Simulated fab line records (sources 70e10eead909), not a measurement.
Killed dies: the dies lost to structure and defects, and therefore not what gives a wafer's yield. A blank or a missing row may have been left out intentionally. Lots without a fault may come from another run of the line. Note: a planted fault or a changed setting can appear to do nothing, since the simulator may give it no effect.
Chamber matching + flow nand_harc + NHARC_A_SGD_CUT_DESCUM_14 on rie_diel-13 has 4 sister chambers
The step chemistry O2, time 3 s. 16 wafers are shown with their chamber, then 8 later ones without.

## WAFERS WITH THEIR CHAMBER
| wafer  | chamber | showerhead_plenum_p_Torr (Torr) | rf_vpp_V (V) | oes_product_au (a.u.) |
|--------|---------|---------------------------------|--------------|-----------------------|
| L075.1 | 2       | 1.92                            | 58.1         | 0.992                 |
| L075.5 | 1       | 1.81                            | 57.9         | 1.004                 |
| L075.6 | 2       | 1.92                            | 58.6         | 0.992                 |
| L078.1 | 2       | 1.92                            | 57.9         | 0.999                 |
| L078.3 | 1       | 1.81                            | 57.1         | 1.002                 |
| L078.6 | 0       | 1.79                            | 57.4         | 0.998                 |
| L081.1 | 2       | 1.92                            | 57.9         | 0.998                 |
| L081.3 | 3       | 1.97                            | 58.1         | 1.004                 |
| L081.5 | 3       | 1.97                            | 57.6         | 0.993                 |
| L082.2 | 0       | 1.79                            | 57.8         | 1.006                 |
| L082.4 | 2       | 1.92                            | 57.4         | 1.002                 |
| L082.5 | 1       | 1.80                            | 56.6         | 1.015                 |
| L085.3 | 2       | 1.92                            | 59.0         | 1.006                 |
| L085.5 | 0       | 1.79                            | 57.5         | 1.032                 |
| L085.6 | 3       | 1.97                            | 59.6         | 1.013                 |
| L086.2 | 3       | 1.97                            | 57.1         | 0.996                 |

SIGNATURES (means of the wafers above)
| reading                  | chamber 0 | chamber 1 | chamber 2 | chamber 3 | scatter within a chamber |
|--------------------------|-----------|-----------|-----------|-----------|--------------------------|
| showerhead_plenum_p_Torr | 1.7900    | 1.8067    | 1.9200    | 1.9700    | 0.00236                  |
| rf_vpp_V                 | 57.567    | 57.200    | 58.150    | 58.100    | 0.711                    |
| oes_product_au           | 1.01200   | 1.00700   | 0.99817   | 1.00150   | 0.00968                  |
Rule: distance of a wafer from a chamber = root of the sum over the readings of ((wafer's reading minus chamber's mean) / reading's scatter) squared. If the next closest chamber is less than 2 further off than the closest, the wafer can't be placed; otherwise it belongs to the closest. How the scatter is found: for the shown wafers, subtract from each reading the mean of its chamber, square and add these, divide the total by (wafers less chambers), then take the root.

## WAFERS WITH NO CHAMBER GIVEN
| wafer  | showerhead_plenum_p_Torr (Torr) | rf_vpp_V (V) | oes_product_au (a.u.) |
|--------|---------------------------------|--------------|-----------------------|
| L086.5 | 1.79                            | 56.3         | 1.019                 |
| L086.6 | 1.97                            | 58.3         | 1.015                 |
| L091.1 | 1.79                            | 57.2         | 1.004                 |
| L091.3 | 1.80                            | 57.6         | 1.021                 |
| L091.5 | 1.97                            | 58.0         | 0.996                 |
| L096.1 | 1.96                            | 58.6         | 0.993                 |
| L096.2 | 1.79                            | 57.2         | 1.004                 |
| L096.3 | 1.92                            | 58.8         | 0.986                 |

## EACH ONE'S CHAMBER
| wafer  | from the rows above     | in truth |
|--------|-------------------------|----------|
| L086.5 | 0                       | 0        |
| L086.6 | 3                       | 3        |
| L091.1 | 0                       | 0        |
| L091.3 | can't be placed: 1 or 0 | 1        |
| L091.5 | 3                       | 3        |
| L096.1 | 3                       | 3        |
| L096.2 | 0                       | 0        |
| L096.3 | 2                       | 2        |
Correct placement for 7 of the 8. From these rows, 1 cannot be placed; in 1 the true chamber is one of the candidates. Number placed wrongly: 0.
